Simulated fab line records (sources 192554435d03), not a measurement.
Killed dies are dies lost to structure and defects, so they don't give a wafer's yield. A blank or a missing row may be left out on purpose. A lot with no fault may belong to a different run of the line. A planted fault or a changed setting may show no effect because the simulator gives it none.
Split-lot study | flow n5_finfet | 7 lots, 21 wafers read, on a route of 1938 steps

== SPLIT DETAILS ==
At N5_SD_EPI_P_EPI_21 (deposits SiGe:B, time 355 s), the setting temp_c was moved away from the recipe's 550 C on 6 of the 21 wafers read, by -0.6% to +0.5%. The other wafers ran this setting at the recipe's value.

== FROM THE SPLIT TO THE READING: what the file shows between them, 2 steps ==
- N5_SD_EPI_P_HM_STRIP_48: strips SiNx in H3PO4, material SiNx, target depth 3 nm
- N5_SD_EPI_P_SRD_49: time 30 s

== THE READING ==
SiGe-B_of_SD_EPI_P_EPI_21.thk_nm (the simulator's own value, which no gauge read), in nm, at N5_SD_EPI_P_PRECLEAN_24 (cleans in O3/DIW, time 45 s). There is no usual value for it anywhere in the file. Across the 15 wafers here that went through the recipe, the average is 60.8 nm and the standard deviation 0.54 nm.

wafer  | tool, chamber at the split | temp_c as run, C | against the recipe | SiGe-B_of_SD_EPI_P_EPI_21.thk_nm, nm | against lot-mates on the recipe
L078.1 | epi_rpcvd-01, 0            | 550              | recipe             | 60.6                                 | -
L078.4 | epi_rpcvd-01, 0            | 550              | recipe             | 60.4                                 | -
L078.6 | epi_rpcvd-01, 0            | 550              | recipe             | 61.2                                 | -
L083.1 | epi_rpcvd-02, 0            | 552.7            | +0.5%              | 64.2                                 | +3.5
L083.2 | epi_rpcvd-02, 0            | 550              | recipe             | 60.6                                 | -
L083.4 | epi_rpcvd-02, 0            | 550              | recipe             | 60.8                                 | -
L089.3 | epi_rpcvd-02, 0            | 550              | recipe             | 60                                   | -
L089.4 | epi_rpcvd-02, 0            | 550              | recipe             | 61.4                                 | -
L089.6 | epi_rpcvd-02, 0            | 548.1            | -0.3%              | 58.2                                 | -2.5
L090.1 | epi_rpcvd-02, 0            | 546.6            | -0.6%              | 56.8                                 | -4.4
L090.2 | epi_rpcvd-02, 0            | 550              | recipe             | 61.2                                 | -
L090.5 | epi_rpcvd-02, 0            | 546.6            | -0.6%              | 57                                   | -4.2
L092.2 | epi_rpcvd-02, 0            | 550              | recipe             | 61.6                                 | -
L092.6 | epi_rpcvd-02, 0            | 550              | recipe             | 61.6                                 | -
L092.5 | epi_rpcvd-02, 0            | 550              | recipe             | 61                                   | -
L096.3 | epi_rpcvd-02, 0            | 550              | recipe             | 60.6                                 | -
L096.4 | epi_rpcvd-02, 0            | 550              | recipe             | 59.8                                 | -
L096.6 | epi_rpcvd-02, 0            | 550              | recipe             | 60.2                                 | -
L097.2 | epi_rpcvd-03, 0            | 550              | recipe             | 60.4                                 | -
L097.3 | epi_rpcvd-03, 0            | 551.6            | +0.3%              | 61.6                                 | +1.2
L097.4 | epi_rpcvd-03, 0            | 551.6            | +0.3%              | 62                                   | +1.6

THE FIT
A straight line over all 21 wafers: SiGe-B_of_SD_EPI_P_EPI_21.thk_nm changes by +6.11 nm for each +1% of temp_c; r = +0.94; the points scatter about the line by 0.56 nm.
The same after taking each lot's own level away (the mean of its wafers on the recipe; 21 wafers): +6.71 nm for each +1%; r = +0.98; scatter 0.37 nm.
The reading moves by 4.1 nm for the largest change in temp_c, on that fit.
From 60.20 to 61.40 nm: that is the span of the lots' own levels, equal to 2.2 times the standard deviation above.
So the lot-to-lot level changes the slope little: the two slopes agree.
Check: -4.12 nm against its lot-mates is what the line predicts for one of the wafers moved furthest among these (-0.6%) when that wafer is left out of the fit. It came out at -4.4 nm against them.

== THE OTHER SPLITS THESE WAFERS WENT THROUGH ==
Note: prior to the reading, these wafers also went through further splits. Each is held against what the fit with the lots' levels taken away leaves over:
other split on the same wafers             | wafers away from the commonest value | r with SiGe-B_of_SD_EPI_P_EPI_21.thk_nm (lot level and that fit taken away)
N5_WELL_APT_PEB_06 peb_time_s              | 7                                    | -0.10
N5_WELL_APT_DESCUM_13 time_s               | 5                                    | +0.04
N5_FIN_SAQP_ALD_61 ald_cycles              | 10                                   | +0.07
N5_FIN_SAQP_HM_DEP_03 time_s               | 4                                    | +0.04
N5_FIN_SAQP_EXPOSE_13 dose_mj              | 7                                    | -0.18
N5_FIN_SAQP_MANDREL_ETCH_22 over_etch_frac | 9                                    | +0.11
N5_FIN_CUT_CUT_ETCH_26 source_w            | 4                                    | -0.51

== THE WHOLE CHAIN: every reading that the file lists as answering this split, in the file's order ==
step                    | what it does                | reading                                                                           | change (the file's fit)              | r (the file's)
N5_SD_EPI_P_EPI_21      | deposits SiGe:B, time 355 s | SiGe-B_of_SD_EPI_P_EPI_21.thk_nm (the simulator's own value, which no gauge read) | +6.9 nm for each +1% of the setting  | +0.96
N5_SD_EPI_P_PRECLEAN_24 | cleans in O3/DIW, time 45 s | SiGe-B_of_SD_EPI_P_EPI_21.thk_nm (the simulator's own value, which no gauge read) | +6.83 nm for each +1% of the setting | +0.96

== FILE'S OWN FIT ==
SiGe-B_of_SD_EPI_P_EPI_21.thk_nm changes by +6.83 nm for each +1% of temp_c, r = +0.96.
